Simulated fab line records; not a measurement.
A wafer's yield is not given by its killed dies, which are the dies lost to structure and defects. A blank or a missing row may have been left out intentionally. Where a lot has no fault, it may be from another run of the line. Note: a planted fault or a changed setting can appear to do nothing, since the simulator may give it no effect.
A lot that was struck, set against a sound lot ; flow nand harc ; 15 out of 1302 route steps
Sound: wafers L954.1, L954.4, L954.6. Struck: wafer L961.6 (left out: L961.2, L961.5 of the same lot, which were not struck); the cause appears at the end.
Per side, at each step with rows, come the tool, then ch with its chambers, and then its first start. Under that, the readings that differ: sound wafers ; struck wafers ; difference of the means ; sigmas: that difference in standard deviations of wafers without a fault.
alike: readings with means less than 2 such deviations apart, plus words and numbers identical on both sides. not compared: withheld readings, readings lacking a value on some wafer, bounds such as >300 that could conceal the same value, and numbers that have no deviation in the record and whose values overlap.
A row with sigmas, a row that says differs or no value, or rows on one side alone: a step with any of these is where the two part. Numbers that have no deviation but don't overlap get no sigmas and don't part them. A reading that every wafer of one side lacks parts them only if that side has two wafers or more.

NHARC_A_ONON_D2_THK_MEAS_08: measures by ellipsometry.
  sound on film metro-01, day 15 04:04; struck on film metro-02, day 17 07:51
  alike: thk nm
then, 1 step without rows for these wafers: NHARC_A_ONON_D2_DEP_09 (target thk 1000 nm).
NHARC_A_ONON_D2_THK_MEAS_11: measures by ellipsometry.
  sound on film metro-01, day 15 04:38; struck on film metro-01, day 17 08:25
  alike: thk nm
then, 1 step without rows for these wafers: NHARC_A_ONON_D2_DEP_12 (target thk 1000 nm).
NHARC_A_ONON_D2_THK_MEAS_14: measures by ellipsometry.
  sound on film metro-02, day 15 05:13; struck on film metro-01, day 17 08:59
  alike: thk nm
then, 2 steps without rows for these wafers: NHARC_A_ONON_D2_ANNEAL_15 (time 3600 s); NHARC_A_ONON_D2_DEP_16 (target thk 1000 nm).
NHARC_A_ONON_D2_THK_MEAS_18: measures by ellipsometry.
  sound on film metro-01, day 15 12:31; struck on film metro-01, day 17 15:41
reading;sound;struck;difference;sigmas
thk nm (nm);1008 1007 1009;983;-25;-3
then, 1 step without rows for these wafers: NHARC_A_ONON_D2_DEP_19 (target thk 1000 nm).
NHARC_A_ONON_D2_THK_MEAS_21: measures by ellipsometry.
  sound on film metro-01, day 15 13:05; struck on film metro-02, day 17 16:16
reading;sound;struck;difference;sigmas
thk nm (nm);994 994 994;1013;+19;+2
then, 1 step without rows for these wafers: NHARC_A_ONON_D2_DEP_22 (target thk 1000 nm).
NHARC_A_ONON_D2_THK_MEAS_24: measures by ellipsometry.
  sound on film metro-02, day 15 13:39; struck on film metro-02, day 17 16:50
  alike: thk nm
NHARC_A_ONON_D2_DEP_25: target thk 1000 nm.
  sound on pecvd onon-01 ch 0, day 15 13:43; struck on pecvd onon-04 ch 0, day 17 16:56
NHARC_A_ONON_D2_THK_MEAS_27: measures by ellipsometry.
  sound on film metro-02, day 15 14:13; struck on film metro-01, day 17 17:34
reading;sound;struck;difference;sigmas
thk nm (nm);991 993 992;716;-276;-21
  not compared: hold
-- jump in the record: it breaks off in module A_ONON_D2 and resumes in module END (first step shown: number 1302 of the route), and 12 days separate the struck wafers' starts before and after --
NHARC_END_SORT_01:
  sound on prober-02 ch 0, day 27 00:21; struck on prober-01 ch 0, day 29 14:38
reading;sound;struck;difference;sigmas
hold;- - -;await dispo/2.7h/release;no value on the sound wafers;
killed at array;63 66 61;674;+611;+32
killed dies;67 67 62;677;+612;+32
  alike: killed at other, killed at periphery, killed open, killed short

== WHERE THEY PART ==
First at NHARC_A_ONON_D2_THK_MEAS_18; last, within this record, at NHARC_END_SORT_01.

WHY: the cause the simulator had injected
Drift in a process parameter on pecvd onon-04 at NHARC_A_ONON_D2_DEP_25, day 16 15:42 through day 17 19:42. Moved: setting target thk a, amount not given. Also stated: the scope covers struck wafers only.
